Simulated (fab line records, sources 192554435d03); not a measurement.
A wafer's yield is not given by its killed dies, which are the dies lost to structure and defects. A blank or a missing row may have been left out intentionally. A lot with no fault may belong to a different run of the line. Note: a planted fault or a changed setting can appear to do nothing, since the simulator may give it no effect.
Matching of chambers	flow n5-finfet	rie-diel-04 running N5_BEOL_M0_STRIP_142: 4 sister chambers
The step strips in N2/H2, time 10 s. 4 wafers are shown with their chamber, then 8 later ones without.

## WAFERS PAIRED WITH THEIR CHAMBERS
wafer	chamber	showerhead-plenum-p-Torr (Torr)
L088.2	0	2.56
L090.1	3	2.42
L090.3	1	2.42
L092.1	2	2.57

## WAFERS MISSING THEIR CHAMBER
wafer	showerhead-plenum-p-Torr (Torr)
L092.3	2.42
L092.5	2.57
L093.3	2.42
L093.4	2.42
L093.6	2.42
L095.2	2.55
L095.4	2.42
L095.5	2.42

## CHAMBER TAKEN BY EACH
wafer	from the rows above	in truth
L092.3	can't be placed: 1 or 3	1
L092.5	2	2
L093.3	can't be placed: 1 or 3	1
L093.4	can't be placed: 1 or 3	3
L093.6	can't be placed: 1 or 3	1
L095.2	0	0
L095.4	can't be placed: 1 or 3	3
L095.5	can't be placed: 1 or 3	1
Placed correctly: 2 of 8. Can't be placed from these rows: 6 (the true chamber is among the candidates in 6). Placed wrongly: 0.
How it was worked out, from the rows above alone: a wafer's distance from a chamber is the root of the sum, over the readings, of the square of ((its reading less the chamber's mean) divided by the reading's scatter). The wafer belongs to the nearest chamber; if the next one is less than 2 further off, it can't be placed. For every chamber, the mean is computed from those of its wafers that are shown. The scatter: root of mean squared gap, hidden wafer to nearest shown wafer, with one shown wafer a chamber.
